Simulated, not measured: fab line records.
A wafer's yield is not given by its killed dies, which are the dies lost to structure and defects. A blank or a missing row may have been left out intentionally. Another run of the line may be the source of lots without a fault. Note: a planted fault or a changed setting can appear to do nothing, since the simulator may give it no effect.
Which tool was responsible? / flow n5-finfet / 21 lots, 63 wafers sampled, at 1 step of a route of 1938

== WHAT EACH GAUGE READ, for each wafer ==
N5_BEOL_M4_OVL_MEAS_12.
lot=L075; measured=day 8 02:31; on=overlay-02; M4_OVL (nm)=0.3 0.3 -0.5
lot=L076; measured=day 8 06:40; on=overlay-02; M4_OVL (nm)=-0.3 -0.4 -0.7
lot=L074; measured=day 8 12:16; on=overlay-01; M4_OVL (nm)=-0.4 -0.8 -1.6
lot=L077; measured=day 8 17:13; on=overlay-01; M4_OVL (nm)=0.1 0.6 -0.1
lot=L079; measured=day 9 12:58; on=overlay-02; M4_OVL (nm)=-0.7 -0.5 -0.4
lot=L080; measured=day 9 16:50; on=overlay-01; M4_OVL (nm)=-0.5 -0.7 -1.0
lot=L083; measured=day 10 00:13; on=overlay-02; M4_OVL (nm)=-0.6 -0.6 0.3
lot=L084; measured=day 10 23:31; on=overlay-01; M4_OVL (nm)=0.3 0.9 0.3
lot=L082; measured=day 11 02:38; on=overlay-01; M4_OVL (nm)=-0.8 0.5 0.0
lot=L085; measured=day 11 03:20; on=overlay-02; M4_OVL (nm)=-0.3 0.6 0.3
lot=L088; measured=day 11 03:48; on=overlay-01; M4_OVL (nm)=0.2 -0.5 -0.7
lot=L086; measured=day 11 11:09; on=overlay-01; M4_OVL (nm)=-0.7 0.7 -0.1
lot=L087; measured=day 11 16:29; on=overlay-02; M4_OVL (nm)=1.0 0.8 0.0
lot=L089; measured=day 11 16:40; on=overlay-02; M4_OVL (nm)=0.6 0.6 -0.1
lot=L090; measured=day 12 04:19; on=overlay-01; M4_OVL (nm)=-0.4 -0.1 -0.1
lot=L092; measured=day 12 13:32; on=overlay-02; M4_OVL (nm)=-0.2 -0.5 -0.2
lot=L093; measured=day 12 17:52; on=overlay-01; M4_OVL (nm)=-0.1 -0.3 -0.1
lot=L091; measured=day 12 19:01; on=overlay-01; M4_OVL (nm)=-0.4 0.0 -0.2
lot=L095; measured=day 12 20:03; on=overlay-02; M4_OVL (nm)=-0.5 0.3 -0.2
lot=L096; measured=day 13 22:50; on=overlay-01; M4_OVL (nm)=-0.9 -0.2 -0.1
lot=L097; measured=day 14 05:10; on=overlay-02; M4_OVL (nm)=-0.5 -0.7 -0.8

== WHICH TOOL RAN EACH LOT (tool, then ch and the chambers of the sampled wafers, then the start) ==
Record: no process step prior to these readings.

== WHAT THE TOOLS THEMSELVES READ (means of the sampled wafers that have a number; where no wafer has one, the mark that the record gives instead) ==
The record holds no such reading with a usual standard deviation.

== THE ANSWER, worked out from the rows above alone ==
Rule: usual is defined by the lots themselves. Put in order of their means at a reading, lots are off if they are a third of the lots or fewer, leave a main group of 4 or more, and stand apart from it by a gap of 3 or more times the standard deviation of the main group's means; of several such gaps the widest counts. Not used: any main group whose means are identical at the precision the tables above print for the reading. A lot without any number at a reading at which 4 lots or more have one is off too. All remaining lots with rows at the step are treated as sound. First the gauges in route order, then the tools' own readings, where a lot's mean is used as printed above. The first step at which some lot is off is used, and at that step the reading that is off furthest; a lot without a number counts as furthest.
None of the lots is off at any reading shown; this tells nothing.

== WHAT THE SIMULATOR HAD INSERTED ==
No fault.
